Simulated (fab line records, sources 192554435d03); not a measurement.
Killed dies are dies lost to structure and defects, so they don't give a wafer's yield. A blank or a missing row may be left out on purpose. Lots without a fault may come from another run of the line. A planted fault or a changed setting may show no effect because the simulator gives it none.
Chamber matching | flow n5_finfet | N5_FIN_SAQP_HM_DEP_03 on pecvd-04: 3 sister chambers
The step deposits SiNx from SiH4/NH3/N2, target thk 38 nm, time 33.6 s. 3 wafers are shown with their chamber, then 7 later ones without.

WAFERS WITH THEIR CHAMBER
wafer  | chamber | throttle_valve_pct (%)
L082.6 | 1       | 40.3
L083.1 | 2       | 36.2
L083.3 | 0       | 36.0

WAFERS WITHOUT THEIR CHAMBER
wafer  | throttle_valve_pct (%)
L083.4 | 36.0
L086.2 | 36.3
L086.3 | 36.2
L086.4 | 36.4
L093.2 | 36.3
L093.3 | 36.6
L093.4 | 40.2

WHICH CHAMBER EACH WENT THROUGH
wafer  | from the rows above     | in truth
L083.4 | can't be placed: 0 or 2 | 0
L086.2 | can't be placed: 2 or 0 | 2
L086.3 | can't be placed: 2 or 0 | 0
L086.4 | can't be placed: 2 or 0 | 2
L093.2 | can't be placed: 2 or 0 | 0
L093.3 | can't be placed: 2 or 0 | 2
L093.4 | 1                       | 1
Placed correctly: 1 of 7. Can't be placed from these rows: 6 (the true chamber is among the candidates in 6). Placed wrongly: 0.
How it was worked out, from the rows above alone: a wafer's distance from a chamber is the root of the sum, over the readings, of the square of ((its reading less the chamber's mean) divided by the reading's scatter). The wafer belongs to the nearest chamber; if the next one is less than 2 further off, it can't be placed. A chamber's mean is the mean of its shown wafers. The scatter: with one shown wafer a chamber, the root of the mean of the squares of how far each hidden wafer lies from its nearest shown one.
